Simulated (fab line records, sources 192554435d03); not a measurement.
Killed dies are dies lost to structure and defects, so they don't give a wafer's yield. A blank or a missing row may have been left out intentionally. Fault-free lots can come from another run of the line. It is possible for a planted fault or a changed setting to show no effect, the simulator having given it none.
fab line records    flow n5-finfet
record: lots: 24  wafers: 72  last-day: 17
route steps=1938 shown BEOL_M13@1691 BEOL_M14@1729
lots that met no fault: taken from a fault-free run of the same line
start-h: hours from the record's first day to the start of the lot's first wafer shown    wait-h: hours from the lot's prior step to this one    " as in the row above    L1.1+2: one row covering several wafers at once    - either no value or no given start    * or withheld: withheld    < > ~ a bound
route shown NAME@n: a module of which the file shows steps, and the number in the route of the first    usual: the fault-free wafers' mean and standard deviation    same: alike in all rows    chamber/n: place in a boat    sites: per-site readings    _std_site: how widely they spread, as a standard deviation    _edge_site: inner sites' mean taken away from outer sites' mean    radius-mm: how far each site lies from the wafer's centre    mask NAME#n: copy n    behind: the most recent tool/chamber to have shaped the wafer    hold: cause of the lot's hold/its duration in hours/its outcome    device: the transistor (n, p or np) that didn't switch    end of line: the route-end tests of the same wafers    a step without rows: its recipe alone    killed: dies that structure and defects cost at the first sort, which is not the same as the wafer's yield    map: shows each die of a wafer: x if killed, . if not, _ if none is there
set.NAME: the setting as run; set.NAME@STEP: as run at that earlier step    model.NAME: the simulator's own value behind a step, which no gauge read
steps of the route over a sample of lots; a table a step, a row a wafer
services: from which hour (start-h, from the record's first day; less than 0 if before it) a tool's chamber was out of use, for how many hours, and why
== steps ==
step: N5_BEOL_M13_INSPECT_30
recipe: mode: adi  inspect-instrument: macro
usual: raw-defect-count: 2.1/1.5
lot.wafer  tool               chamber  start-h  wait-h  raw-defect-count
L074.2     defect-inspect-01  -        232.73   0.0     1
L074.5     "                  -        "        "       6
L074.6     "                  -        "        "       1
L075.1     defect-inspect-02  -        241.07   0.0     2
L075.2     "                  -        "        "       1
L075.4     "                  -        "        "       0
L076.1     defect-inspect-01  -        252.31   0.0     0
L076.2     "                  -        "        "       1
L076.4     "                  -        "        "       1
L077.1     defect-inspect-02  -        257.07   0.0     0
L077.4     "                  -        "        "       1
L077.6     "                  -        "        "       1
L078.1     defect-inspect-02  -        261.70   0.0     2
L078.3     "                  -        "        "       3
L078.5     "                  -        "        "       3
L079.3     defect-inspect-02  -        272.00   0.0     2
L079.4     "                  -        "        "       0
L079.6     "                  -        "        "       2
L080.1     defect-inspect-02  -        281.14   0.0     1
L080.2     "                  -        "        "       2
L080.6     "                  -        "        "       3
L082.1     defect-inspect-01  -        284.69   0.0     0
L082.3     "                  -        "        "       1
L082.6     "                  -        "        "       1
L081.3     defect-inspect-02  -        285.27   0.0     1
L081.5     "                  -        "        "       2
L081.6     "                  -        "        "       1
L083.2     defect-inspect-01  -        289.89   0.0     3
L083.5     "                  -        "        "       2
L083.6     "                  -        "        "       6
L085.2     defect-inspect-02  -        306.77   0.0     2
L085.4     "                  -        "        "       1
L085.5     "                  -        "        "       1
L084.1     defect-inspect-02  -        308.94   0.0     2
L084.2     "                  -        "        "       7
L084.5     "                  -        "        "       2
L086.1     defect-inspect-02  -        319.37   0.0     3
L086.2     "                  -        "        "       3
L086.6     "                  -        "        "       3
L088.1     defect-inspect-01  -        331.47   0.0     3
L088.4     "                  -        "        "       2
L088.5     "                  -        "        "       4
L087.1     defect-inspect-02  -        332.07   0.0     1
L087.3     "                  -        "        "       3
L087.4     "                  -        "        "       1
L089.1     defect-inspect-02  -        334.30   0.0     3
L089.2     "                  -        "        "       1
L089.6     "                  -        "        "       7
L091.2     defect-inspect-02  -        337.95   0.0     1
L091.4     "                  -        "        "       2
L091.5     "                  -        "        "       0
L090.1     defect-inspect-02  -        339.86   0.0     4
L090.3     "                  -        "        "       0
L090.6     "                  -        "        "       3
L092.2     defect-inspect-01  -        347.27   0.0     6
L092.4     "                  -        "        "       2
L092.5     "                  -        "        "       5
L093.1     defect-inspect-01  -        356.66   0.0     1
L093.4     "                  -        "        "       4
L093.6     "                  -        "        "       4
L094.3     defect-inspect-01  -        367.58   0.0     1
L094.5     "                  -        "        "       5
L094.6     "                  -        "        "       1
L096.1     defect-inspect-01  -        372.85   0.0     1
L096.4     "                  -        "        "       0
L096.5     "                  -        "        "       2
L095.3     defect-inspect-02  -        373.69   0.0     0
L095.5     "                  -        "        "       3
L095.6     "                  -        "        "       4
L097.3     defect-inspect-01  -        380.00   0.0     3
L097.4     "                  -        "        "       3
L097.5     "                  -        "        "       2
step: N5_BEOL_M13_ETCH_67
recipe: chemistry: CF4  target: SiARC  target-depth-a: 1430  time-s: 238.3  ion-energy-ev: 80  pressure-mtorr: 40  source-w: 545  bias-w: 36  Ar_flow_sccm: 100  cf4-flow-sccm: 100  ends: cleared
usual: bias-w: 36.01/0.11  chamber-pressure-mTorr: 39.99/0.033  drypump-motor-current-A: 5.7/0.4  etch-rf-on-time-s: 238/4.5  oes-product-au: 0.66/0.083  rf-vpp-V: 184.1/1.1  showerhead-plenum-p-Torr: 2.15/0.065  throttle-valve-pct: 15.61/0.23
lot.wafer  tool         chamber  start-h  wait-h  bias-w  chamber-pressure-mTorr  drypump-motor-current-A  etch-rf-on-time-s  oes-product-au  rf-hours-counter-h  rf-vpp-V  showerhead-plenum-p-Torr  throttle-valve-pct
L074.2     rie-diel-01  1        232.80   0.0     36.05   40.06                   5.6                      243                0.60            200                 182.7     2.12                      15.80
L074.5     "            2        "        "       36.03   39.99                   5.5                      245                0.58            -                   184.9     2.21                      15.83
L074.6     "            3        "        "       36.04   40.01                   5.5                      244                0.59            -                   183.5     2.21                      15.73
L075.1     rie-diel-01  2        241.52   0.0     36.05   40.00                   5.5                      247                0.58            239                 183.8     2.21                      15.84
L075.2     "            3        "        "       35.95   40.01                   5.5                      243                0.58            227                 185.1     2.21                      15.75
L075.4     "            1        "        "       35.95   40.00                   5.6                      245                0.60            203                 184.7     2.12                      15.82
L076.1     rie-diel-01  0        252.38   0.0     35.94   39.98                   5.3                      241                0.80            21                  184.2     2.19                      15.26
L076.2     "            3        "        "       35.92   39.97                   5.4                      242                0.59            230                 182.7     2.20                      15.72
L076.4     "            1        "        "       36.15   40.01                   5.6                      243                0.60            206                 183.6     2.12                      15.80
L077.1     rie-diel-05  0        257.14   0.0     36.03   39.98                   6.0                      245                0.57            232                 182.5     2.03                      15.88
L077.4     "            3        "        "       36.02   39.94                   5.6                      237                0.63            207                 184.2     2.06                      15.66
L077.6     "            1        "        "       35.92   40.02                   5.7                      233                0.66            -                   182.6     1.99                      15.81
L078.1     rie-diel-05  2        261.80   0.0     36.15   40.01                   5.6                      231                0.73            60                  183.7     2.18                      15.28
L078.3     "            3        "        "       35.95   40.01                   5.6                      238                0.62            208                 182.8     2.06                      15.68
L078.5     "            3        "        "       36.15   39.92                   5.6                      242                0.61            -                   181.1     2.06                      15.68
L079.3     rie-diel-01  3        272.09   0.0     35.94   39.97                   5.5                      243                0.59            235                 185.7     2.20                      15.76
L079.4     "            1        "        "       36.03   40.01                   5.6                      242                0.59            211                 182.0     2.11                      15.81
L079.6     "            3        "        "       36.01   39.97                   5.5                      243                0.59            -                   184.4     2.20                      15.75
L080.1     rie-diel-05  1        281.21   0.0     35.99   40.01                   5.7                      234                0.65            135                 182.3     1.99                      15.84
L080.2     "            0        "        "       35.91   40.01                   6.0                      241                0.58            240                 183.4     2.03                      15.90
L080.6     "            0        "        "       35.99   40.00                   6.0                      242                0.57            -                   182.9     2.03                      15.91
L082.1     rie-diel-04  1        284.99   0.0     36.05   39.96                   6.5                      234                0.60            207                 183.6     2.11                      15.54
L082.3     "            0        "        "       35.92   39.95                   6.5                      231                0.68            132                 185.9     2.25                      15.90
L082.6     "            3        "        "       35.92   40.05                   5.4                      240                0.72            -                   183.5     2.08                      15.41
L081.3     rie-diel-01  0        285.34   0.0     36.13   40.00                   5.2                      239                0.77            31                  185.5     2.19                      15.30
L081.5     "            3        "        "       35.96   40.00                   5.5                      242                0.58            -                   184.8     2.20                      15.76
L081.6     "            1        "        "       35.95   39.98                   5.6                      239                0.59            -                   183.6     2.11                      15.84
L083.2     rie-diel-01  3        290.39   0.0     35.81   39.99                   5.4                      240                0.58            242                 185.0     2.20                      15.78
L083.5     "            0        "        "       35.97   39.99                   5.3                      238                0.78            -                   184.4     2.19                      15.29
L083.6     "            3        "        "       35.93   39.93                   5.5                      239                0.58            -                   185.8     2.20                      15.78
L085.2     rie-diel-04  3        306.84   0.0     36.17   39.99                   5.4                      241                0.71            96                  184.0     2.08                      15.44
L085.4     "            1        "        "       35.86   39.96                   6.5                      237                0.60            213                 183.4     2.11                      15.58
L085.5     "            1        "        "       35.86   40.00                   6.5                      240                0.59            -                   184.2     2.11                      15.57
L084.1     rie-diel-04  3        309.00   0.0     35.99   39.96                   5.4                      240                0.70            96                  184.0     2.08                      15.44
L084.2     "            2        "        "       35.91   39.99                   5.6                      231                0.63            176                 184.0     2.14                      15.36
L084.5     "            2        "        "       35.77   40.01                   5.6                      232                0.63            -                   184.3     2.14                      15.37
L086.1     rie-diel-01  0        319.54   0.0     36.00   39.94                   5.3                      240                0.76            44                  183.1     2.18                      15.32
L086.2     "            2        "        "       35.85   40.02                   5.5                      238                0.81            4                   185.4     2.20                      15.41
L086.6     "            0        "        "       35.95   40.05                   5.2                      240                0.75            -                   183.7     2.18                      15.31
L088.1     rie-diel-01  1        331.84   0.0     35.90   39.99                   5.6                      240                0.58            233                 182.9     2.11                      15.86
L088.4     "            2        "        "       36.01   40.01                   5.5                      237                0.80            7                   185.0     2.20                      15.43
L088.5     "            2        "        "       36.04   39.92                   5.5                      236                0.80            -                   185.8     2.20                      15.42
L087.1     rie-diel-01  1        332.62   0.0     36.19   39.97                   5.6                      242                0.57            233                 183.9     2.11                      15.84
L087.3     "            0        "        "       35.96   39.97                   5.3                      239                0.75            48                  184.7     2.18                      15.32
L087.4     "            3        "        "       35.83   39.99                   5.5                      240                0.57            256                 184.2     2.20                      15.80
L089.1     rie-diel-01  0        334.37   0.0     36.20   39.99                   5.3                      241                0.76            49                  184.9     2.18                      15.33
L089.2     "            1        "        "       36.00   40.04                   5.6                      243                0.58            234                 183.1     2.11                      15.87
L089.6     "            0        "        "       36.11   40.02                   5.2                      241                0.75            -                   186.6     2.18                      15.31
L091.2     rie-diel-01  2        338.02   0.0     35.83   39.98                   5.5                      240                0.79            9                   183.5     2.20                      15.43
L091.4     "            0        "        "       35.97   39.97                   5.3                      240                0.74            -                   184.4     2.18                      15.33
L091.5     "            2        "        "       35.89   39.99                   5.5                      239                0.79            -                   185.9     2.20                      15.43
L090.1     rie-diel-04  0        339.93   0.0     36.09   40.02                   6.5                      234                0.66            150                 185.9     2.25                      15.92
L090.3     "            3        "        "       36.03   40.03                   5.4                      237                0.70            107                 181.8     2.07                      15.45
L090.6     "            1        "        "       36.00   39.99                   6.5                      234                0.59            -                   184.1     2.11                      15.59
L092.2     rie-diel-05  0        347.48   0.0     36.31   40.05                   6.1                      242                0.78            9                   186.8     2.28                      15.40
L092.4     "            0        "        "       36.16   39.97                   6.0                      243                0.78            -                   185.8     2.28                      15.40
L092.5     "            3        "        "       35.99   39.94                   5.5                      240                0.61            -                   181.6     2.05                      15.75
L093.1     rie-diel-04  2        356.73   0.0     36.11   40.00                   5.6                      229                0.62            191                 183.7     2.13                      15.41
L093.4     "            3        "        "       35.98   40.02                   5.4                      236                0.70            112                 183.5     2.07                      15.48
L093.6     "            0        "        "       36.11   40.00                   6.6                      233                0.66            -                   184.6     2.24                      15.94
L094.3     rie-diel-04  0        367.65   0.0     36.03   40.00                   6.5                      234                0.65            159                 186.0     2.24                      15.96
L094.5     "            0        "        "       35.83   40.01                   6.5                      236                0.66            -                   184.1     2.24                      15.94
L094.6     "            1        "        "       35.88   40.02                   6.5                      238                0.59            -                   185.3     2.10                      15.60
L096.1     rie-diel-01  1        373.15   0.0     35.98   39.95                   5.6                      242                0.57            247                 184.4     2.10                      15.89
L096.4     "            1        "        "       36.06   40.02                   5.6                      242                0.57            -                   183.9     2.10                      15.89
L096.5     "            3        "        "       36.08   40.00                   5.5                      234                0.81            -                   184.4     2.19                      15.30
L095.3     rie-diel-01  3        373.80   0.0     35.99   39.95                   5.5                      236                0.81            5                   184.7     2.19                      15.32
L095.5     "            2        "        "       36.03   40.09                   5.5                      237                0.77            -                   186.0     2.19                      15.44
L095.6     "            3        "        "       36.06   40.02                   5.5                      237                0.80            -                   184.0     2.19                      15.30
L097.3     rie-diel-04  3        380.07   0.0     36.04   40.06                   5.4                      238                0.69            120                 181.9     2.07                      15.49
L097.4     "            0        "        "       36.19   40.02                   6.5                      235                0.65            163                 184.0     2.24                      15.97
L097.5     "            1        "        "       35.92   40.02                   6.5                      237                0.59            -                   183.1     2.10                      15.61
step: N5_BEOL_M13_DEGAS_41
recipe: ambient: vacuum  temp-c: 250  time-s: 60
usual: heater-power-w: 333/35
same: time-s: 60
lot.wafer  tool            chamber  start-h  wait-h  heater-power-w
L074.2     pvd-sputter-02  -        235.05   0.3     313
L074.5     "               -        "        "       376
L074.6     "               -        "        "       352
L075.1     pvd-sputter-02  -        246.58   0.1     318
L075.2     "               -        "        "       375
L075.4     "               -        "        "       354
L076.1     pvd-sputter-02  -        253.49   0.3     373
L076.2     "               -        "        "       289
L076.4     "               -        "        "       362
L077.1     pvd-sputter-01  -        258.00   0.0     390
L077.4     "               -        "        "       314
L077.6     "               -        "        "       328
L078.1     pvd-sputter-02  -        263.29   0.7     379
L078.3     "               -        "        "       319
L078.5     "               -        "        "       297
L079.3     pvd-sputter-01  -        278.10   0.2     403
L079.4     "               -        "        "       333
L079.6     "               -        "        "       394
L080.1     pvd-sputter-01  -        284.38   2.0     327
L080.2     "               -        "        "       379
L080.6     "               -        "        "       324
L082.1     pvd-sputter-01  -        286.02   0.2     325
L082.3     "               -        "        "       395
L082.6     "               -        "        "       335
L081.3     pvd-sputter-02  -        286.76   0.5     386
L081.5     "               -        "        "       310
L081.6     "               -        "        "       284
L083.2     pvd-sputter-02  -        291.28   0.0     352
L083.5     "               -        "        "       383
L083.6     "               -        "        "       348
L085.2     pvd-sputter-02  -        308.48   0.3     292
L085.4     "               -        "        "       312
L085.5     "               -        "        "       288
L084.1     pvd-sputter-03  -        312.34   0.4     355
L084.2     "               -        "        "       297
L084.5     "               -        "        "       347
L086.1     pvd-sputter-03  -        322.10   1.7     355
L086.2     "               -        "        "       295
L086.6     "               -        "        "       312
L089.1     pvd-sputter-03  -        337.40   0.5     310
L089.2     "               -        "        "       355
L089.6     "               -        "        "       293
L088.1     pvd-sputter-01  -        337.43   0.2     384
L088.4     "               -        "        "       327
L088.5     "               -        "        "       400
L087.1     pvd-sputter-03  -        337.84   0.5     313
L087.3     "               -        "        "       357
L087.4     "               -        "        "       296
L091.2     pvd-sputter-03  -        341.02   0.4     321
L091.4     "               -        "        "       306
L091.5     "               -        "        "       340
L090.1     pvd-sputter-02  -        341.08   0.2     290
L090.3     "               -        "        "       368
L090.6     "               -        "        "       287
L092.2     pvd-sputter-02  -        351.85   0.9     350
L092.4     "               -        "        "       292
L092.5     "               -        "        "       378
L093.1     pvd-sputter-02  -        361.15   0.3     317
L093.4     "               -        "        "       290
L093.6     "               -        "        "       298
L094.3     pvd-sputter-03  -        369.67   0.3     299
L094.5     "               -        "        "       316
L094.6     "               -        "        "       297
L095.3     pvd-sputter-03  -        376.06   0.4     317
L095.5     "               -        "        "       349
L095.6     "               -        "        "       294
L096.1     pvd-sputter-02  -        376.12   0.4     310
L096.4     "               -        "        "       373
L096.5     "               -        "        "       385
L097.3     pvd-sputter-01  -        382.51   0.4     386
L097.4     "               -        "        "       326
L097.5     "               -        "        "       409
step: N5_BEOL_M13_INSPECT_55
recipe: inspect-instrument: darkfield  mode: post-dep
usual: raw-defect-count: 79/31
lot.wafer  tool               chamber  start-h  wait-h  raw-defect-count
L074.2     defect-inspect-02  -        236.32   0.0     180
L074.5     "                  -        "        "       94
L074.6     "                  -        "        "       156
L075.1     defect-inspect-01  -        247.95   0.0     66
L075.2     "                  -        "        "       100
L075.4     "                  -        "        "       33
L076.1     defect-inspect-02  -        254.75   0.0     91
L076.2     "                  -        "        "       78
L076.4     "                  -        "        "       87
L077.1     defect-inspect-02  -        259.39   0.0     101
L077.4     "                  -        "        "       96
L077.6     "                  -        "        "       93
L078.1     defect-inspect-02  -        264.61   0.0     53
L078.3     "                  -        "        "       93
L078.5     "                  -        "        "       78
L079.3     defect-inspect-01  -        280.05   0.0     85
L079.4     "                  -        "        "       55
L079.6     "                  -        "        "       58
L080.1     defect-inspect-01  -        285.74   0.0     70
L080.2     "                  -        "        "       46
L080.6     "                  -        "        "       72
L082.1     defect-inspect-01  -        287.83   0.0     81
L082.3     "                  -        "        "       70
L082.6     "                  -        "        "       82
L081.3     defect-inspect-02  -        288.13   0.0     90
L081.5     "                  -        "        "       78
L081.6     "                  -        "        "       76
L083.2     defect-inspect-02  -        292.55   0.0     115
L083.5     "                  -        "        "       126
L083.6     "                  -        "        "       98
L085.2     defect-inspect-01  -        309.75   0.0     68
L085.4     "                  -        "        "       65
L085.5     "                  -        "        "       68
L084.1     defect-inspect-02  -        313.60   0.0     46
L084.2     "                  -        "        "       116
L084.5     "                  -        "        "       115
L086.1     defect-inspect-01  -        323.39   0.0     64
L086.2     "                  -        "        "       32
L086.6     "                  -        "        "       43
L089.1     defect-inspect-01  -        338.66   0.0     86
L089.2     "                  -        "        "       66
L089.6     "                  -        "        "       82
L088.1     defect-inspect-02  -        338.93   0.0     69
L088.4     "                  -        "        "       113
L088.5     "                  -        "        "       30
L087.1     defect-inspect-02  -        339.22   0.0     85
L087.3     "                  -        "        "       90
L087.4     "                  -        "        "       65
L091.2     defect-inspect-02  -        342.28   0.0     49
L091.4     "                  -        "        "       81
L091.5     "                  -        "        "       105
L090.1     defect-inspect-01  -        342.36   0.0     40
L090.3     "                  -        "        "       59
L090.6     "                  -        "        "       45
L092.2     defect-inspect-02  -        353.26   0.0     58
L092.4     "                  -        "        "       124
L092.5     "                  -        "        "       82
L093.1     defect-inspect-01  -        362.56   0.0     79
L093.4     "                  -        "        "       91
L093.6     "                  -        "        "       48
L094.3     defect-inspect-02  -        370.94   0.0     87
L094.5     "                  -        "        "       109
L094.6     "                  -        "        "       91
L095.3     defect-inspect-02  -        377.40   0.0     114
L095.5     "                  -        "        "       95
L095.6     "                  -        "        "       168
L096.1     defect-inspect-02  -        377.51   0.0     41
L096.4     "                  -        "        "       33
L096.5     "                  -        "        "       45
L097.3     defect-inspect-01  -        383.79   0.0     58
L097.4     "                  -        "        "       59
L097.5     "                  -        "        "       53
step: N5_BEOL_M14_DESCUM_15
recipe: chemistry: O2  time-s: 7.9  source-power-w: 50  bias-power-w: 20  pressure-mtorr: 20  rf-frequency-hz: 2.712e+07  temp-c: 40  o2-flow-sccm: 225
usual: chamber-pressure-mTorr: 19.999/0.019  drypump-motor-current-A: 5.6/0.42  oes-product-au: 0.81/0.084  rf-vpp-V: 243.2/1.3  showerhead-plenum-p-Torr: 2.10/0.058  throttle-valve-pct: 20.43/0.25
same: time-s: 7.9
lot.wafer  tool         chamber  start-h  wait-h  chamber-pressure-mTorr  drypump-motor-current-A  oes-product-au  rf-hours-counter-h  rf-vpp-V  showerhead-plenum-p-Torr  throttle-valve-pct
L074.2     rie-diel-02  0        236.94   0.0     20.012                  5.3                      0.89            44                  241.8     2.04                      20.33
L074.5     "            1        "        "       19.989                  6.2                      0.74            -                   243.1     2.08                      20.47
L074.6     "            2        "        "       20.002                  5.7                      0.85            -                   241.3     2.05                      20.58
L075.1     rie-diel-02  3        248.57   0.0     20.011                  5.1                      0.80            83                  243.1     2.12                      20.49
L075.2     "            0        "        "       20.014                  5.2                      0.88            48                  242.9     2.04                      20.33
L075.4     "            2        "        "       19.997                  5.8                      0.84            72                  241.8     2.05                      20.61
L076.1     rie-diel-03  2        256.22   0.9     20.023                  5.5                      0.75            165                 245.3     2.15                      20.43
L076.2     "            0        "        "       19.993                  5.4                      0.99            9                   245.3     2.21                      20.02
L076.4     "            3        "        "       19.973                  6.2                      0.81            113                 245.0     2.12                      20.39
L077.1     rie-diel-03  3        261.47   1.5     19.996                  6.2                      0.80            116                 243.1     2.12                      20.39
L077.4     "            1        "        "       19.990                  6.2                      0.97            4                   243.1     2.06                      20.70
L077.6     "            1        "        "       20.007                  6.2                      0.96            -                   242.3     2.06                      20.67
L078.1     rie-diel-06  2        265.36   0.0     20.029                  5.4                      0.88            45                  245.3     2.20                      19.96
L078.3     "            0        "        "       20.004                  5.8                      0.69            238                 242.7     2.07                      20.40
L078.5     "            1        "        "       19.948                  5.3                      0.68            -                   244.5     2.16                      20.79
L079.3     rie-diel-02  1        281.28   0.5     19.989                  6.2                      0.72            163                 241.9     2.07                      20.50
L079.4     "            3        "        "       20.021                  5.1                      0.78            96                  243.5     2.12                      20.51
L079.6     "            3        "        "       20.028                  5.1                      0.78            -                   242.9     2.12                      20.50
L080.1     rie-diel-03  1        286.36   0.0     20.003                  6.2                      0.93            10                  243.3     2.06                      20.69
L080.2     "            3        "        "       20.031                  6.2                      0.78            123                 244.5     2.12                      20.40
L080.6     "            2        "        "       20.006                  5.5                      0.74            -                   243.6     2.15                      20.44
L082.1     rie-diel-02  1        289.07   0.5     19.982                  6.2                      0.71            166                 243.8     2.07                      20.49
L082.3     "            3        "        "       19.996                  5.1                      0.78            99                  244.6     2.12                      20.50
L082.6     "            1        "        "       20.003                  6.1                      0.71            -                   241.9     2.07                      20.51
L081.3     rie-diel-06  2        289.27   0.6     19.989                  5.4                      0.86            54                  244.5     2.20                      19.96
L081.5     "            3        "        "       19.993                  4.9                      0.88            -                   241.5     2.03                      20.52
L081.6     "            0        "        "       19.971                  5.8                      0.69            -                   243.1     2.06                      20.42
L083.2     rie-diel-03  3        293.17   0.0     20.011                  6.2                      0.79            126                 242.3     2.12                      20.41
L083.5     "            2        "        "       20.027                  5.5                      0.73            -                   245.1     2.15                      20.46
L083.6     "            3        "        "       20.016                  6.2                      0.79            -                   242.9     2.12                      20.40
L085.2     rie-diel-02  3        310.37   0.0     20.000                  5.1                      0.77            106                 242.9     2.11                      20.51
L085.4     "            2        "        "       19.988                  5.7                      0.82            95                  242.0     2.04                      20.63
L085.5     "            2        "        "       19.978                  5.7                      0.83            -                   242.1     2.04                      20.64
L084.1     rie-diel-06  3        314.22   0.0     19.998                  4.9                      0.85            58                  242.5     2.03                      20.55
L084.2     "            2        "        "       20.021                  5.4                      0.85            63                  245.7     2.19                      19.98
L084.5     "            1        "        "       19.990                  5.3                      0.66            -                   243.8     2.15                      20.82
L086.1     rie-diel-02  2        324.47   0.4     20.011                  5.7                      0.80            101                 242.4     2.04                      20.64
L086.2     "            1        "        "       19.983                  6.2                      0.70            180                 242.7     2.07                      20.52
L086.6     "            3        "        "       19.990                  5.1                      0.77            -                   244.2     2.11                      20.51
L089.1     rie-diel-02  1        339.28   0.0     20.000                  6.2                      0.70            185                 244.1     2.06                      20.51
L089.2     "            0        "        "       19.963                  5.3                      0.83            81                  241.5     2.03                      20.38
L089.6     "            3        "        "       19.979                  5.1                      0.76            -                   243.8     2.11                      20.53
L088.1     rie-diel-02  2        339.68   0.0     19.998                  5.7                      0.81            106                 241.7     2.04                      20.66
L088.4     "            0        "        "       19.987                  5.2                      0.83            81                  240.5     2.03                      20.38
L088.5     "            2        "        "       20.027                  5.7                      0.80            -                   241.9     2.04                      20.66
L087.1     rie-diel-02  2        340.03   0.2     19.954                  5.7                      0.81            107                 241.2     2.04                      20.65
L087.3     "            3        "        "       20.015                  5.1                      0.76            116                 241.5     2.11                      20.53
L087.4     "            0        "        "       20.012                  5.2                      0.84            82                  241.4     2.03                      20.39
L091.2     rie-diel-06  0        343.19   0.2     19.984                  5.8                      0.95            6                   243.0     2.06                      20.00
L091.4     "            0        "        "       19.985                  5.8                      0.94            -                   242.7     2.06                      20.00
L091.5     "            1        "        "       19.993                  5.3                      0.66            -                   243.9     2.15                      20.85
L090.1     rie-diel-06  1        343.88   0.7     20.006                  5.4                      0.66            252                 243.5     2.15                      20.84
L090.3     "            2        "        "       19.995                  5.4                      0.84            77                  244.2     2.19                      20.00
L090.6     "            2        "        "       20.001                  5.4                      0.83            -                   244.8     2.19                      19.99
L092.2     rie-diel-02  0        354.09   0.0     19.997                  5.2                      0.83            87                  242.1     2.03                      20.39
L092.4     "            1        "        "       19.991                  6.1                      0.70            190                 244.5     2.06                      20.53
L092.5     "            3        "        "       20.023                  5.1                      0.75            -                   243.2     2.11                      20.53
L093.1     rie-diel-06  2        363.21   0.1     20.007                  5.4                      0.82            84                  245.0     2.19                      20.00
L093.4     "            2        "        "       19.995                  5.4                      0.83            -                   245.0     2.19                      20.00
L093.6     "            3        "        "       19.991                  4.9                      0.83            -                   243.1     2.02                      20.57
L094.3     rie-diel-03  3        371.56   0.0     19.986                  6.2                      0.77            155                 243.1     2.11                      20.45
L094.5     "            2        "        "       19.986                  5.5                      0.72            -                   244.1     2.14                      20.51
L094.6     "            3        "        "       19.984                  6.2                      0.78            -                   242.8     2.11                      20.44
L095.3     rie-diel-06  1        378.34   0.3     20.011                  5.4                      0.99            3                   244.8     2.14                      20.41
L095.5     "            3        "        "       20.019                  4.9                      0.82            -                   242.2     2.02                      20.59
L095.6     "            0        "        "       19.990                  5.8                      0.90            -                   243.9     2.05                      20.01
L096.1     rie-diel-03  1        378.40   0.2     19.979                  6.2                      0.89            41                  241.9     2.05                      20.75
L096.4     "            0        "        "       20.033                  5.4                      0.89            -                   243.6     2.20                      20.10
L096.5     "            3        "        "       19.966                  6.2                      0.78            -                   242.2     2.10                      20.46
L097.3     rie-diel-06  2        384.54   0.0     20.011                  5.4                      0.81            93                  245.8     2.18                      20.02
L097.4     "            3        "        "       19.993                  4.9                      0.82            81                  241.4     2.02                      20.60
L097.5     "            0        "        "       20.032                  5.8                      0.89            -                   242.9     2.05                      20.01
step: N5_BEOL_M14_INSPECT_30
recipe: mode: adi  inspect-instrument: macro
usual: raw-defect-count: 2.2/1.4
lot.wafer  tool               chamber  start-h  wait-h  raw-defect-count
L074.2     defect-inspect-02  -        237.76   0.0     0
L074.5     "                  -        "        "       3
L074.6     "                  -        "        "       0
L075.1     defect-inspect-02  -        249.52   0.0     1
L075.2     "                  -        "        "       3
L075.4     "                  -        "        "       2
L076.1     defect-inspect-01  -        257.16   0.0     3
L076.2     "                  -        "        "       3
L076.4     "                  -        "        "       2
L077.1     defect-inspect-01  -        262.42   0.0     3
L077.4     "                  -        "        "       3
L077.6     "                  -        "        "       0
L078.1     defect-inspect-02  -        266.18   0.0     3
L078.3     "                  -        "        "       2
L078.5     "                  -        "        "       1
L079.3     defect-inspect-01  -        282.22   0.0     2
L079.4     "                  -        "        "       1
L079.6     "                  -        "        "       0
L080.1     defect-inspect-02  -        287.30   0.0     2
L080.2     "                  -        "        "       2
L080.6     "                  -        "        "       3
L082.1     defect-inspect-01  -        290.01   0.0     1
L082.3     "                  -        "        "       3
L082.6     "                  -        "        "       3
L081.3     defect-inspect-01  -        290.22   0.0     4
L081.5     "                  -        "        "       2
L081.6     "                  -        "        "       0
L083.2     defect-inspect-01  -        294.11   0.0     4
L083.5     "                  -        "        "       1
L083.6     "                  -        "        "       0
L085.2     defect-inspect-01  -        311.33   0.0     3
L085.4     "                  -        "        "       4
L085.5     "                  -        "        "       2
L084.1     defect-inspect-02  -        315.04   0.0     2
L084.2     "                  -        "        "       3
L084.5     "                  -        "        "       4
L086.1     defect-inspect-02  -        325.29   0.0     0
L086.2     "                  -        "        "       3
L086.6     "                  -        "        "       2
L089.1     defect-inspect-01  -        340.23   0.0     3
L089.2     "                  -        "        "       5
L089.6     "                  -        "        "       3
L088.1     defect-inspect-01  -        340.62   0.0     1
L088.4     "                  -        "        "       2
L088.5     "                  -        "        "       3
L087.1     defect-inspect-01  -        340.97   0.0     2
L087.3     "                  -        "        "       4
L087.4     "                  -        "        "       8
L091.2     defect-inspect-01  -        344.13   0.0     3
L091.4     "                  -        "        "       2
L091.5     "                  -        "        "       1
L090.1     defect-inspect-01  -        344.82   0.0     3
L090.3     "                  -        "        "       3
L090.6     "                  -        "        "       2
L092.2     defect-inspect-02  -        354.91   0.0     3
L092.4     "                  -        "        "       1
L092.5     "                  -        "        "       2
L093.1     defect-inspect-01  -        364.15   0.0     4
L093.4     "                  -        "        "       3
L093.6     "                  -        "        "       4
L094.3     defect-inspect-02  -        372.38   0.0     2
L094.5     "                  -        "        "       2
L094.6     "                  -        "        "       2
L095.3     defect-inspect-02  -        379.28   0.0     2
L095.5     "                  -        "        "       3
L095.6     "                  -        "        "       3
L096.1     defect-inspect-02  -        379.44   0.0     3
L096.4     "                  -        "        "       1
L096.5     "                  -        "        "       1
L097.3     defect-inspect-01  -        385.36   0.0     1
L097.4     "                  -        "        "       2
L097.5     "                  -        "        "       4
== services ==
tool         chamber  start-h  hours  kind
rie-diel-06  2        210.88   4.2    repair
rie-diel-04  -        219.11   0.4    repair
rie-diel-06  -        246.45   15.6   pm
rie-diel-05  2        262.35   13.6   repair
rie-diel-03  1        272.43   3.8    repair
rie-diel-01  2        275.85   -      clean
rie-diel-01  2        275.85   -      consumable-replace:focus-ring
rie-diel-05  -        292.60   0.7    repair
rie-diel-06  1        325.72   3.3    repair
rie-diel-05  1        328.40   64.7   repair
rie-diel-01  3        333.67   1.7    repair
rie-diel-06  0        334.10   3.4    repair
rie-diel-06  3        336.91   10.0   repair
rie-diel-01  -        342.24   0.3    repair
rie-diel-05  0        348.81   15.9   repair
rie-diel-06  -        351.65   0.6    repair
rie-diel-01  -        354.16   0.9    repair
rie-diel-03  1        356.01   2.6    repair
rie-diel-03  1        368.38   5.3    repair
rie-diel-01  0        371.81   12.2   repair
rie-diel-05  -        372.31   2.8    pm
rie-diel-03  2        373.09   17.8   repair
rie-diel-02  0        379.52   4.8    repair
rie-diel-02  -        379.68   0.7    repair
== key ==
fault none
